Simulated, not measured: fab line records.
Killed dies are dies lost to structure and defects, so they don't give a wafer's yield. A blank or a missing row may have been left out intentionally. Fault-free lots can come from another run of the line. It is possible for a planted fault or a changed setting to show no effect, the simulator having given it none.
fab line records | flow n5Finfet | part 1 of 2: steps 1 to 23 of 32
[record] lots = 5 | wafers = 15 | lastDay = 18
route steps=1938 shown BEOL_M13@1682
lots that met no fault: taken from a fault-free run of the same line
startH: hours from the record's opening day to when the first of the lot's shown wafers began | waitH: how many hours have passed since the lot's step before this one | " the same as in the row above | L1.1+2: a row that stands for several wafers | - no value present, or no start provided | * or withheld: withheld | < > ~ a bound
route shown NAME@n: a module of which the file shows steps, and the number in the route of the first | usual: mean/standard deviation of fault-free wafers | same: alike in all rows | chamber/n: place in a boat | sites: readings site by site | _std_site: the standard deviation of these | _edge_site: mean of outer sites minus mean of inner sites | radiusMm: how far each site lies from the wafer's centre | mask NAME#n: copy n | behind: the tool/chamber that last shaped the wafer | hold: the reason the lot was held/the length of the hold in hours/how it ended | device: the transistor (n, p or np) that didn't switch | end of line: tests run on the same wafers once the route is complete | where a step has no rows: the recipe by itself | killed: dies that structure and defects cost at the first sort, which is not the same as the wafer's yield | map: the dies of a wafer, with x for killed, . for not killed, _ for no die there
set.NAME: the setting the step ran with; set.NAME@STEP: the setting that earlier step ran with | model.NAME: the simulator's own value behind a step, which no gauge read
certain route steps with their lots: each step a table, each wafer a row
services: when a tool's chamber went out of use (startH, in hours from the record's first day, below 0 if earlier), for how many hours, and the reason
[[steps]]
[step N5_BEOL_M13_COAT_22]
[recipe] spinRpm = 2888 | resistThkNm = 300
lot.wafer  | tool          | chamber | startH | waitH
L078.1+3+6 | lithoTrack-02 | 0       | -      | -
L080.1+3+6 | lithoTrack-01 | 0       | -      | -
L084.2+3+5 | lithoTrack-04 | 0       | -      | -
L087.1+5+6 | lithoTrack-01 | 0       | -      | -
L093.1+3+5 | lithoTrack-02 | 0       | -      | -
[step N5_BEOL_M13_EBR_24]
[recipe] solvent = PGMEA | ebrWidthMm = 1.5
lot.wafer  | tool          | chamber | startH | waitH
L078.1+3+6 | lithoTrack-02 | 0       | -      | -
L080.1+3+6 | lithoTrack-01 | 0       | -      | -
L084.2+3+5 | lithoTrack-04 | 0       | -      | -
L087.1+5+6 | lithoTrack-01 | 0       | -      | -
L093.1+3+5 | lithoTrack-02 | 0       | -      | -
[step N5_BEOL_M13_SOFTBAKE_23]
[recipe] tempC = 130 | timeS = 60
lot.wafer  | tool          | chamber | startH | waitH
L078.1+3+6 | lithoTrack-02 | 0       | -      | -
L080.1+3+6 | lithoTrack-01 | 0       | -      | -
L084.2+3+5 | lithoTrack-04 | 0       | -      | -
L087.1+5+6 | lithoTrack-01 | 0       | -      | -
L093.1+3+5 | lithoTrack-02 | 0       | -      | -
[step N5_BEOL_M13_EXPOSE_25]
[recipe] maskId = M13 | na = 0.93 | sourceShape = conventional | sigmaOuter = 0.4 | polarization = unpolarized | targetCdNm = 210 | doseMj = 22
[usual] stageVelMmS = 500.02/0.26
lot.wafer | tool          | chamber | startH | waitH | mask  | stageVelMmS
L078.1    | krfScanner-02 | 0       | 263.08 | -     | M13#0 | 499.99
L078.3    | "             | 0       | "      | "     | M13#0 | 500.14
L078.6    | "             | 0       | "      | "     | M13#0 | 500.12
L080.1    | krfScanner-01 | 0       | 274.27 | -     | M13#0 | 499.97
L080.3    | "             | 0       | "      | "     | M13#0 | 499.92
L080.6    | "             | 0       | "      | "     | M13#0 | 500.02
L084.2    | krfScanner-01 | 0       | 314.41 | -     | M13#0 | 500.04
L084.3    | "             | 0       | "      | "     | M13#0 | 500.23
L084.5    | "             | 0       | "      | "     | M13#0 | 500.01
L087.1    | krfScanner-01 | 0       | 331.19 | -     | M13#0 | 500.04
L087.5    | "             | 0       | "      | "     | M13#0 | 500.34
L087.6    | "             | 0       | "      | "     | M13#0 | 500.06
L093.1    | krfScanner-01 | 0       | 368.72 | -     | M13#0 | 500.14
L093.3    | "             | 0       | "      | "     | M13#0 | 500.16
L093.5    | "             | 0       | "      | "     | M13#0 | 500.35
[step N5_BEOL_M13_PEB_26]
[recipe] pebTempC = 130 | pebTimeS = 90
lot.wafer  | tool          | chamber | startH | waitH
L078.1+3+6 | lithoTrack-02 | 0       | 263.14 | 0.1
L080.1+3+6 | lithoTrack-01 | 0       | 274.32 | 0.1
L084.2+3+5 | lithoTrack-04 | 0       | 314.46 | 0.0
L087.1+5+6 | lithoTrack-04 | 0       | 331.25 | 0.1
L093.1+3+5 | lithoTrack-01 | 0       | 368.77 | 0.1
[step N5_BEOL_M13_DEVELOP_27]
[recipe] developTimeS = 45 | rinseLiquid = diw | dry = airSpin | devTempC = 21
lot.wafer  | tool          | chamber | startH | waitH
L078.1+3+6 | lithoTrack-02 | 0       | -      | -
L080.1+3+6 | lithoTrack-01 | 0       | -      | -
L084.2+3+5 | lithoTrack-04 | 0       | -      | -
L087.1+5+6 | lithoTrack-04 | 0       | -      | -
L093.1+3+5 | lithoTrack-01 | 0       | -      | -
[step N5_BEOL_M13_HARDBAKE_32]
[recipe] tempC = 130 | timeS = 120
lot.wafer  | tool          | chamber | startH | waitH
L078.1+3+6 | lithoTrack-02 | 0       | -      | -
L080.1+3+6 | lithoTrack-01 | 0       | -      | -
L084.2+3+5 | lithoTrack-04 | 0       | -      | -
L087.1+5+6 | lithoTrack-04 | 0       | -      | -
L093.1+3+5 | lithoTrack-01 | 0       | -      | -
[step N5_BEOL_M13_CD_MEAS_28]
[recipe] targetCdNm = 209.5 | landingEnergyEv = 500 | detector = seInlens
[usual] cdNm = 208.9/1.7
lot.wafer | tool     | chamber | startH | waitH | cdNm
L078.1    | cdSem-02 | 0       | 263.25 | -     | 208.6
L078.3    | "        | 0       | "      | "     | 208.5
L078.6    | "        | 0       | "      | "     | 208.1
L080.1    | cdSem-01 | 0       | 274.44 | -     | 210.7
L080.3    | "        | 0       | "      | "     | 210.1
L080.6    | "        | 0       | "      | "     | 208.1
L084.2    | cdSem-02 | 0       | 314.58 | -     | 207.3
L084.3    | "        | 0       | "      | "     | 206.3
L084.5    | "        | 0       | "      | "     | 207.5
L087.1    | cdSem-01 | 0       | 331.36 | -     | 213.1
L087.5    | "        | 0       | "      | "     | 208.8
L087.6    | "        | 0       | "      | "     | 208.3
L093.1    | cdSem-03 | 0       | 368.89 | -     | 209.8
L093.3    | "        | 0       | "      | "     | 207.1
L093.5    | "        | 0       | "      | "     | 208.6
[step N5_BEOL_M13_OVL_MEAS_29]
[recipe] pointsPerWafer = 44
[usual] M13_OVL = -2/5.7
lot.wafer | tool       | chamber | startH | waitH | M13_OVL[nm]
L078.1    | overlay-01 | 0       | 263.28 | 0.0   | 1
L078.3    | "          | 0       | "      | "     | -1
L078.6    | "          | 0       | "      | "     | 8
L080.1    | overlay-01 | 0       | 274.47 | 0.0   | 3
L080.3    | "          | 0       | "      | "     | 5
L080.6    | "          | 0       | "      | "     | 5
L084.2    | overlay-02 | 0       | 314.61 | 0.0   | 0
L084.3    | "          | 0       | "      | "     | -8
L084.5    | "          | 0       | "      | "     | -6
L087.1    | overlay-02 | 0       | 331.39 | 0.0   | 2
L087.5    | "          | 0       | "      | "     | 3
L087.6    | "          | 0       | "      | "     | -8
L093.1    | overlay-02 | 0       | 368.92 | 0.0   | -17
L093.3    | "          | 0       | "      | "     | -13
L093.5    | "          | 0       | "      | "     | -17
[step N5_BEOL_M13_INSPECT_30]
[recipe] mode = adi | inspectInstrument = macro
[usual] rawDefectCount = 2.0/1.4
lot.wafer | tool             | chamber | startH | waitH | rawDefectCount
L078.1    | defectInspect-02 | -       | 263.31 | 0.0   | 2
L078.3    | "                | -       | "      | "     | 2
L078.6    | "                | -       | "      | "     | 1
L080.1    | defectInspect-01 | -       | 274.49 | 0.0   | 3
L080.3    | "                | -       | "      | "     | 3
L080.6    | "                | -       | "      | "     | 2
L084.2    | defectInspect-02 | -       | 314.63 | 0.0   | 0
L084.3    | "                | -       | "      | "     | 3
L084.5    | "                | -       | "      | "     | 3
L087.1    | defectInspect-02 | -       | 331.42 | 0.0   | 3
L087.5    | "                | -       | "      | "     | 3
L087.6    | "                | -       | "      | "     | 5
L093.1    | defectInspect-01 | -       | 368.94 | 0.0   | 1
L093.3    | "                | -       | "      | "     | 2
L093.5    | "                | -       | "      | "     | 1
[step N5_BEOL_M13_DESCUM_33]
[recipe] chemistry = O2 | timeS = 7.9 | sourcePowerW = 50 | biasPowerW = 20 | pressureMtorr = 20 | rfFrequencyHz = 2.712e+07 | tempC = 40 | o2FlowSccm = 225
[usual] drypumpMotorCurrentA = 5.9/0.32 | oesProductAu = 0.81/0.083 | rfVppV = 242.9/1.6 | showerheadPlenumPTorr = 2.08/0.086 | throttleValvePct = 20.35/0.28
lot.wafer | tool       | chamber | startH | waitH | drypumpMotorCurrentA | oesProductAu | rfHoursCounterH | rfVppV | showerheadPlenumPTorr | throttleValvePct
L078.1    | rieDiel-04 | 1       | 263.51 | 0.2   | 6.2                  | 0.73         | 196             | 245.3  | 2.18                  | 20.41
L078.3    | "          | 2       | "      | "     | 6.0                  | 0.92         | 18              | 243.5  | 2.13                  | 20.29
L078.6    | "          | 3       | "      | "     | 5.6                  | 0.76         | -               | 240.9  | 1.94                  | 20.28
L080.1    | rieDiel-06 | 0       | 274.55 | 0.1   | 5.5                  | 0.95         | 3               | 245.4  | 2.23                  | 20.09
L080.3    | "          | 1       | "      | "     | 6.2                  | 0.85         | 58              | 241.2  | 2.04                  | 20.55
L080.6    | "          | 0       | "      | "     | 5.5                  | 0.96         | -               | 244.4  | 2.23                  | 20.10
L084.2    | rieDiel-03 | 3       | 314.67 | 0.0   | 5.5                  | 0.91         | 19              | 246.1  | 2.22                  | 19.86
L084.3    | "          | 2       | "      | "     | 6.5                  | 0.90         | 35              | 242.3  | 2.07                  | 20.15
L084.5    | "          | 0       | "      | "     | 5.9                  | 0.82         | -               | 244.0  | 2.11                  | 20.63
L087.1    | rieDiel-06 | 2       | 331.45 | 0.0   | 5.9                  | 0.88         | 33              | 243.4  | 2.10                  | 20.00
L087.5    | "          | 2       | "      | "     | 5.9                  | 0.88         | -               | 243.4  | 2.11                  | 20.01
L087.6    | "          | 1       | "      | "     | 6.2                  | 0.85         | -               | 242.5  | 2.03                  | 20.56
L093.1    | rieDiel-06 | 1       | 369.11 | 0.2   | 6.2                  | 0.82         | 83              | 243.1  | 2.03                  | 20.59
L093.3    | "          | 3       | "      | "     | 6.0                  | 0.73         | 182             | 241.6  | 2.01                  | 20.64
L093.5    | "          | 3       | "      | "     | 6.0                  | 0.72         | -               | 242.8  | 2.01                  | 20.64
[step N5_BEOL_M13_ETCH_67]
[recipe] chemistry = CF4 | target = SiARC | targetDepthA = 1430 | timeS = 238.3 | ionEnergyEv = 80 | pressureMtorr = 40 | sourceW = 545 | biasW = 36 | Ar_flow_sccm = 100 | cf4FlowSccm = 100 | ends = cleared
[usual] drypumpMotorCurrentA = 5.9/0.32 | etchRfOnTimeS = 238/9.2 | oesProductAu = 0.69/0.071 | rfVppV = 184.0/1.4 | showerheadPlenumPTorr = 2.13/0.086 | throttleValvePct = 15.54/0.24
lot.wafer | tool       | chamber | startH | waitH | drypumpMotorCurrentA | etchRfOnTimeS | oesProductAu | rfHoursCounterH | rfVppV | showerheadPlenumPTorr | throttleValvePct
L078.1    | rieDiel-04 | 1       | 263.54 | 0.0   | 6.2                  | 256           | 0.60         | 196             | 184.3  | 2.21                  | 15.54
L078.3    | "          | 2       | "      | "     | 6.1                  | 242           | 0.77         | 18              | 184.7  | 2.19                  | 15.52
L078.6    | "          | 3       | "      | "     | 5.6                  | 234           | 0.66         | -               | 180.5  | 1.98                  | 15.38
L080.1    | rieDiel-06 | 0       | 274.58 | 0.0   | 5.5                  | 227           | 0.84         | 3               | 185.1  | 2.29                  | 15.33
L080.3    | "          | 1       | "      | "     | 6.2                  | 235           | 0.73         | 58              | 183.1  | 2.09                  | 15.64
L080.6    | "          | 0       | "      | "     | 5.5                  | 230           | 0.83         | -               | 186.7  | 2.29                  | 15.34
L084.2    | rieDiel-03 | 3       | 314.70 | 0.0   | 5.5                  | 238           | 0.78         | 19              | 185.9  | 2.27                  | 15.11
L084.3    | "          | 2       | "      | "     | 6.6                  | 234           | 0.77         | 35              | 183.9  | 2.10                  | 15.19
L084.5    | "          | 0       | "      | "     | 5.8                  | 228           | 0.71         | -               | 183.8  | 2.17                  | 15.80
L087.1    | rieDiel-06 | 2       | 331.49 | 0.0   | 5.9                  | 241           | 0.73         | 33              | 185.4  | 2.18                  | 15.32
L087.5    | "          | 2       | "      | "     | 5.9                  | 240           | 0.73         | -               | 184.4  | 2.18                  | 15.32
L087.6    | "          | 1       | "      | "     | 6.2                  | 234           | 0.71         | -               | 184.2  | 2.08                  | 15.68
L093.1    | rieDiel-06 | 1       | 369.15 | 0.0   | 6.2                  | 235           | 0.69         | 83              | 182.7  | 2.08                  | 15.71
L093.3    | "          | 3       | "      | "     | 6.0                  | 238           | 0.62         | 182             | 182.7  | 2.07                  | 15.83
L093.5    | "          | 3       | "      | "     | 6.0                  | 240           | 0.62         | -               | 182.9  | 2.07                  | 15.84
[step N5_BEOL_M13_ETCH_68]
[recipe] chemistry = N2/H2 | target = SOC | maskMaterial = SiARC | sourceW = 3000 | biasW = 350 | tempC = 40 | timeS = 355 | ionEnergyEv = 200 | pressureMtorr = 30 | n2FlowSccm = 200 | h2FlowSccm = 200
[usual] drypumpMotorCurrentA = 5.9/0.32 | n2FlowSccm = 200.0/0.62 | oesProductAu = 0.81/0.083 | rfVppV = 523/3.1 | showerheadPlenumPTorr = 2.51/0.11 | throttleValvePct = 17.63/0.28
lot.wafer | tool       | chamber | startH | waitH | drypumpMotorCurrentA | n2FlowSccm | oesProductAu | rfHoursCounterH | rfVppV | showerheadPlenumPTorr | throttleValvePct
L078.1    | rieDiel-04 | 1       | 263.69 | 0.1   | 6.2                  | 200.3      | 0.72         | 197             | 527    | 2.60                  | 17.51
L078.3    | "          | 2       | "      | "     | 6.0                  | 200.2      | 0.92         | 18              | 526    | 2.60                  | 17.60
L078.6    | "          | 3       | "      | "     | 5.6                  | 199.3      | 0.77         | -               | 519    | 2.33                  | 17.47
L080.1    | rieDiel-06 | 0       | 274.73 | 0.1   | 5.4                  | 200.1      | 0.96         | 3               | 528    | 2.70                  | 17.42
L080.3    | "          | 1       | "      | "     | 6.2                  | 199.7      | 0.85         | 58              | 523    | 2.48                  | 17.86
L080.6    | "          | 0       | "      | "     | 5.5                  | 200.4      | 0.96         | -               | 528    | 2.70                  | 17.43
L084.2    | rieDiel-03 | 3       | 314.85 | 0.1   | 5.5                  | 199.9      | 0.90         | 19              | 529    | 2.70                  | 17.27
L084.3    | "          | 2       | "      | "     | 6.6                  | 200.0      | 0.88         | 35              | 522    | 2.47                  | 17.11
L084.5    | "          | 0       | "      | "     | 5.8                  | 200.5      | 0.82         | -               | 525    | 2.57                  | 18.02
L087.1    | rieDiel-06 | 2       | 331.63 | 0.1   | 5.9                  | 199.5      | 0.87         | 33              | 525    | 2.60                  | 17.52
L087.5    | "          | 2       | "      | "     | 5.9                  | 200.0      | 0.87         | -               | 525    | 2.60                  | 17.52
L087.6    | "          | 1       | "      | "     | 6.2                  | 200.4      | 0.82         | -               | 523    | 2.47                  | 17.90
L093.1    | rieDiel-06 | 1       | 369.29 | 0.1   | 6.2                  | 200.7      | 0.81         | 83              | 522    | 2.47                  | 17.92
L093.3    | "          | 3       | "      | "     | 6.0                  | 199.7      | 0.72         | 183             | 522    | 2.41                  | 17.75
L093.5    | "          | 3       | "      | "     | 6.0                  | 200.3      | 0.72         | -               | 520    | 2.41                  | 17.76
[step N5_BEOL_M13_STRIP_69]
[recipe] chemistry = N2/H2 | tempC = 40 | n2FlowSccm = 200 | h2FlowSccm = 200 | rfFrequencyHz = 6e+07
lot.wafer  | tool       | chamber | startH | waitH
L078.1+3+6 | rieDiel-04 | 1,2,3   | 263.90 | 0.1
L080.1+3+6 | rieDiel-06 | 0,1,0   | 274.94 | 0.1
L084.2+3+5 | rieDiel-03 | 3,2,0   | 315.06 | 0.1
L087.1+5+6 | rieDiel-06 | 2,2,1   | 331.84 | 0.1
L093.1+3+5 | rieDiel-06 | 1,3,3   | 369.50 | 0.1
[step N5_BEOL_M13_TRENCH_ETCH_34]
[recipe] chemistry = C4F8/O2/Ar | target = SiOC | targetDepthA = 4134.7 | maskMaterial = SOC | pressureMtorr = 30 | sourceW = 3000 | biasW = 700 | Ar_flow_sccm = 400 | C4F8_flow_sccm = 15 | O2_flow_sccm = 8 | heInnerTorr = 15 | heOuterTorr = 30 | timeS = 162.6 | ionEnergyEv = 250
[usual] drypumpMotorCurrentA = 5.9/0.32 | oesProductAu = 0.81/0.083 | rfVppV = 665/3.9 | showerheadPlenumPTorr = 3.41/0.14 | throttleValvePct = 24.18/0.25
lot.wafer | tool       | chamber | startH | waitH | drypumpMotorCurrentA | oesProductAu | rfHoursCounterH | rfVppV | showerheadPlenumPTorr | throttleValvePct
L078.1    | rieDiel-04 | 1       | 263.91 | 0.0   | 6.2                  | 0.71         | 197             | 669    | 3.53                  | 24.10
L078.3    | "          | 2       | "      | "     | 6.1                  | 0.92         | 19              | 667    | 3.54                  | 24.41
L078.6    | "          | 3       | "      | "     | 5.6                  | 0.76         | -               | 659    | 3.18                  | 24.01
L080.1    | rieDiel-06 | 0       | 274.95 | 0.0   | 5.5                  | 0.97         | 3               | 672    | 3.65                  | 24.04
L080.3    | "          | 1       | "      | "     | 6.2                  | 0.84         | 59              | 664    | 3.35                  | 24.44
L080.6    | "          | 0       | "      | "     | 5.4                  | 0.96         | -               | 671    | 3.65                  | 24.05
L084.2    | rieDiel-03 | 3       | 315.07 | 0.0   | 5.5                  | 0.90         | 19              | 671    | 3.65                  | 23.88
L084.3    | "          | 2       | "      | "     | 6.5                  | 0.91         | 35              | 664    | 3.36                  | 23.80
L084.5    | "          | 0       | "      | "     | 5.8                  | 0.81         | -               | 666    | 3.43                  | 24.33
L087.1    | rieDiel-06 | 2       | 331.85 | 0.0   | 5.9                  | 0.87         | 33              | 667    | 3.47                  | 23.91
L087.5    | "          | 2       | "      | "     | 5.9                  | 0.87         | -               | 668    | 3.47                  | 23.91
L087.6    | "          | 1       | "      | "     | 6.2                  | 0.83         | -               | 663    | 3.35                  | 24.47
L093.1    | rieDiel-06 | 1       | 369.51 | 0.0   | 6.2                  | 0.81         | 83              | 664    | 3.34                  | 24.48
L093.3    | "          | 3       | "      | "     | 6.0                  | 0.72         | 183             | 662    | 3.31                  | 24.52
L093.5    | "          | 3       | "      | "     | 6.0                  | 0.72         | -               | 662    | 3.31                  | 24.52
[step N5_BEOL_M13_STRIP_70]
[recipe] chemistry = C4F8/O2/Ar | resist = SiARC | rfFrequencyHz = 6e+07
lot.wafer  | tool       | chamber | startH | waitH
L078.1+3+6 | rieDiel-04 | 1,2,3   | 264.04 | 0.1
L080.1+3+6 | rieDiel-06 | 0,1,0   | 275.08 | 0.1
L084.2+3+5 | rieDiel-03 | 3,2,0   | 315.20 | 0.1
L087.1+5+6 | rieDiel-06 | 2,2,1   | 331.99 | 0.1
L093.1+3+5 | rieDiel-06 | 1,3,3   | 369.65 | 0.1
[step N5_BEOL_M13_OCD_MEAS_35]
[usual] trenchDepthNm = 413/6.3
lot.wafer | tool   | chamber | startH | waitH | trenchDepthNm
L078.1    | ocd-01 | -       | 264.08 | 0.0   | 408
L078.3    | "      | -       | "      | "     | 421
L078.6    | "      | -       | "      | "     | 411
L080.1    | ocd-02 | -       | 275.12 | 0.0   | 427
L080.3    | "      | -       | "      | "     | 419
L080.6    | "      | -       | "      | "     | 425
L084.2    | ocd-02 | -       | 315.24 | 0.0   | 423
L084.3    | "      | -       | "      | "     | 420
L084.5    | "      | -       | "      | "     | 413
L087.1    | ocd-02 | -       | 332.03 | 0.0   | 418
L087.5    | "      | -       | "      | "     | 418
L087.6    | "      | -       | "      | "     | 416
L093.1    | ocd-01 | -       | 369.69 | 0.0   | 411
L093.3    | "      | -       | "      | "     | 405
L093.5    | "      | -       | "      | "     | 409
[step N5_BEOL_M13_STRIP_37]
[recipe] chemistry = N2/H2 | powerW = 1000 | tempC = 250 | h2Frac = 0.65 | overashFraction = 0.3 | pressureMtorr = withheld | n2FlowSccm = 1750 | h2FlowSccm = 3250
[usual] drypumpMotorCurrentA = 5.57/0.29 | heaterPowerW = 357/9.6 | n2FlowSccm = 1750/5 | oesProductAu = 0.784/0.01
lot.wafer | tool           | chamber | startH | waitH | drypumpMotorCurrentA | heaterPowerW | n2FlowSccm | oesProductAu | rfHoursCounterH
L078.1    | plasmaAsher-02 | 1       | 264.12 | 0.0   | 6.15                 | 356          | 1753       | 0.787        | 72
L078.3    | "              | 0       | "      | "     | 5.74                 | 337          | 1751       | 0.767        | -
L078.6    | "              | 0       | "      | "     | 5.71                 | 341          | 1751       | 0.796        | -
L080.1    | plasmaAsher-02 | 1       | 275.16 | 0.0   | 6.15                 | 359          | 1748       | 0.791        | 75
L080.3    | "              | 1       | "      | "     | 6.12                 | 348          | 1753       | 0.785        | -
L080.6    | "              | 1       | "      | "     | 6.13                 | 363          | 1753       | 0.772        | -
L084.2    | plasmaAsher-01 | 1       | 315.28 | 0.0   | 5.43                 | 362          | 1747       | 0.784        | 127
L084.3    | "              | 1       | "      | "     | 5.46                 | 347          | 1745       | 0.770        | -
L084.5    | "              | 0       | "      | "     | 5.31                 | 364          | 1745       | 0.778        | -
L087.1    | plasmaAsher-01 | 1       | 332.07 | 0.0   | 5.48                 | 367          | 1740       | 0.782        | 131
L087.5    | "              | 1       | "      | "     | 5.43                 | 365          | 1747       | 0.792        | -
L087.6    | "              | 0       | "      | "     | 5.27                 | 363          | 1744       | 0.784        | -
L093.1    | plasmaAsher-01 | 1       | 369.73 | 0.0   | 5.51                 | 350          | 1751       | 0.795        | 137
L093.3    | "              | 1       | "      | "     | 5.50                 | 357          | 1755       | 0.797        | -
L093.5    | "              | 1       | "      | "     | 5.49                 | 360          | 1751       | 0.798        | -
[step N5_BEOL_M13_ETCH_38]
[recipe] chemistry = CF4/N2 | target = SiCN | targetDepthA = 675 | taperDeg = 2 | timeS = 71.9 | ionEnergyEv = 150 | maskMaterial = SiO2 | pressureMtorr = 40 | sourceW = 430 | biasW = 70 | Ar_flow_sccm = 100 | cf4FlowSccm = 60 | n2FlowSccm = 60
[usual] drypumpMotorCurrentA = 5.9/0.31 | n2FlowSccm = 60.01/0.19 | oesProductAu = 0.82/0.082 | rfVppV = 382.2/2.5 | showerheadPlenumPTorr = 2.21/0.093 | throttleValvePct = 15.35/0.24
lot.wafer | tool       | chamber | startH | waitH | drypumpMotorCurrentA | n2FlowSccm | oesProductAu | rfHoursCounterH | rfVppV | showerheadPlenumPTorr | throttleValvePct
L078.1    | rieDiel-04 | 3       | 264.30 | -     | 5.7                  | 60.37      | 0.77         | 146             | 377.4  | 2.04                  | 15.22
L078.3    | "          | 1       | "      | "     | 6.2                  | 60.06      | 0.69         | 197             | 383.2  | 2.27                  | 15.36
L078.6    | "          | 1       | "      | "     | 6.1                  | 60.06      | 0.69         | -               | 382.1  | 2.27                  | 15.36
L080.1    | rieDiel-04 | 2       | 276.57 | -     | 6.1                  | 60.05      | 0.90         | 23              | 383.4  | 2.26                  | 15.35
L080.3    | "          | 0       | "      | "     | 5.4                  | 60.02      | 0.73         | 191             | 380.2  | 2.10                  | 15.32
L080.6    | "          | 2       | "      | "     | 6.1                  | 59.68      | 0.90         | -               | 382.4  | 2.26                  | 15.36
L084.2    | rieDiel-06 | 2       | 315.41 | -     | 5.9                  | 60.07      | 0.87         | 28              | 384.1  | 2.25                  | 15.14
L084.3    | "          | 1       | "      | "     | 6.2                  | 60.32      | 0.84         | 68              | 380.7  | 2.15                  | 15.53
L084.5    | "          | 1       | "      | "     | 6.2                  | 60.21      | 0.83         | -               | 381.1  | 2.15                  | 15.54
L087.1    | rieDiel-06 | 0       | 332.16 | -     | 5.4                  | 60.00      | 0.92         | 18              | 386.2  | 2.34                  | 15.16
L087.5    | "          | 1       | "      | "     | 6.2                  | 60.21      | 0.82         | -               | 382.8  | 2.15                  | 15.56
L087.6    | "          | 0       | "      | "     | 5.4                  | 60.36      | 0.93         | -               | 384.5  | 2.34                  | 15.16
L093.1    | rieDiel-03 | 1       | 371.65 | -     | 5.6                  | 60.05      | 0.71         | 249             | 379.5  | 2.09                  | 15.83
L093.3    | "          | 0       | "      | "     | 5.8                  | 59.69      | 0.81         | 95              | 382.5  | 2.23                  | 15.64
L093.5    | "          | 0       | "      | "     | 5.8                  | 59.72      | 0.82         | -               | 383.0  | 2.23                  | 15.62
[step N5_BEOL_M13_PRECLEAN_39]
[recipe] chemistry = residueRemover | timeS = 60 | tempC = 40
lot.wafer  | tool        | chamber | startH | waitH
L078.1+3+6 | wetBench-06 | 5,2,1   | 264.43 | 0.1
L080.1+3+6 | wetBench-06 | 2,5,1   | 276.70 | 0.1
L084.2+3+5 | wetBench-06 | 5,4,7   | 315.54 | 0.1
L087.1+5+6 | wetBench-06 | 7,0,1   | 332.29 | 0.1
L093.1+3+5 | wetBench-06 | 4,6,5   | 371.78 | 0.1
[step N5_BEOL_M13_SRD_40]
[recipe] timeS = 30 | tempC = 23 | rinseLiquid = diw | dry = n2Spin | spinRpm = 1500 | dryTimeS = 30
[usual] doSupplyPpb = 10.00/0.1 | spinRpm = 1499.9/0.87
[same] dryTimeS = 30
lot.wafer | tool        | chamber | startH | waitH | doSupplyPpb | spinRpm
L078.1    | wetBench-06 | 5       | 264.45 | 0.0   | 9.97        | 1499.0
L078.3    | "           | 2       | "      | "     | 10.14       | 1499.0
L078.6    | "           | 1       | "      | "     | 9.97        | 1500.0
L080.1    | wetBench-06 | 2       | 276.72 | 0.0   | 10.20       | 1501.0
L080.3    | "           | 5       | "      | "     | 9.91        | 1500.3
L080.6    | "           | 1       | "      | "     | 9.87        | 1500.0
L084.2    | wetBench-06 | 5       | 315.56 | 0.0   | 10.03       | 1500.5
L084.3    | "           | 4       | "      | "     | 10.09       | 1500.0
L084.5    | "           | 7       | "      | "     | 9.91        | 1500.4
L087.1    | wetBench-06 | 7       | 332.32 | 0.0   | 9.93        | 1499.7
L087.5    | "           | 0       | "      | "     | 10.13       | 1500.6
L087.6    | "           | 1       | "      | "     | 9.96        | 1499.8
L093.1    | wetBench-06 | 4       | 371.80 | 0.0   | 9.99        | 1500.1
L093.3    | "           | 6       | "      | "     | 10.04       | 1498.9
L093.5    | "           | 5       | "      | "     | 10.14       | 1499.9
[step N5_BEOL_M13_DEGAS_41]
[recipe] ambient = vacuum | tempC = 250 | timeS = 60
[usual] heaterPowerW = 317/35
lot.wafer | tool          | chamber | startH | waitH | heaterPowerW
L078.1    | pvdSputter-03 | -       | 264.50 | 0.0   | 269
L078.3    | "             | -       | "      | "     | 282
L078.6    | "             | -       | "      | "     | 277
L080.1    | pvdSputter-01 | -       | 277.13 | 0.4   | 338
L080.3    | "             | -       | "      | "     | 322
L080.6    | "             | -       | "      | "     | 320
L084.2    | pvdSputter-01 | -       | 315.61 | 0.0   | 296
L084.3    | "             | -       | "      | "     | 317
L084.5    | "             | -       | "      | "     | 316
L087.1    | pvdSputter-02 | -       | 332.68 | 0.3   | 333
L087.5    | "             | -       | "      | "     | 318
L087.6    | "             | -       | "      | "     | 330
L093.1    | pvdSputter-03 | -       | 372.50 | 0.7   | 277
L093.3    | "             | -       | "      | "     | 266
L093.5    | "             | -       | "      | "     | 265
[step N5_BEOL_M13_PRE_CLEAN_42]
[recipe] gas = H2/He | timeS = 30 | tempC = 250
[usual] heaterPowerW = 317/35
lot.wafer | tool          | chamber | startH | waitH | heaterPowerW
L078.1    | pvdSputter-03 | -       | 264.54 | 0.0   | 264
L078.3    | "             | -       | "      | "     | 276
L078.6    | "             | -       | "      | "     | 280
L080.1    | pvdSputter-01 | -       | 277.17 | 0.0   | 346
L080.3    | "             | -       | "      | "     | 330
L080.6    | "             | -       | "      | "     | 327
L084.2    | pvdSputter-01 | -       | 315.65 | 0.0   | 302
L084.3    | "             | -       | "      | "     | 314
L084.5    | "             | -       | "      | "     | 321
L087.1    | pvdSputter-02 | -       | 332.72 | 0.0   | 327
L087.5    | "             | -       | "      | "     | 321
L087.6    | "             | -       | "      | "     | 342
L093.1    | pvdSputter-03 | -       | 372.54 | 0.0   | 270
L093.3    | "             | -       | "      | "     | 264
L093.5    | "             | -       | "      | "     | 268
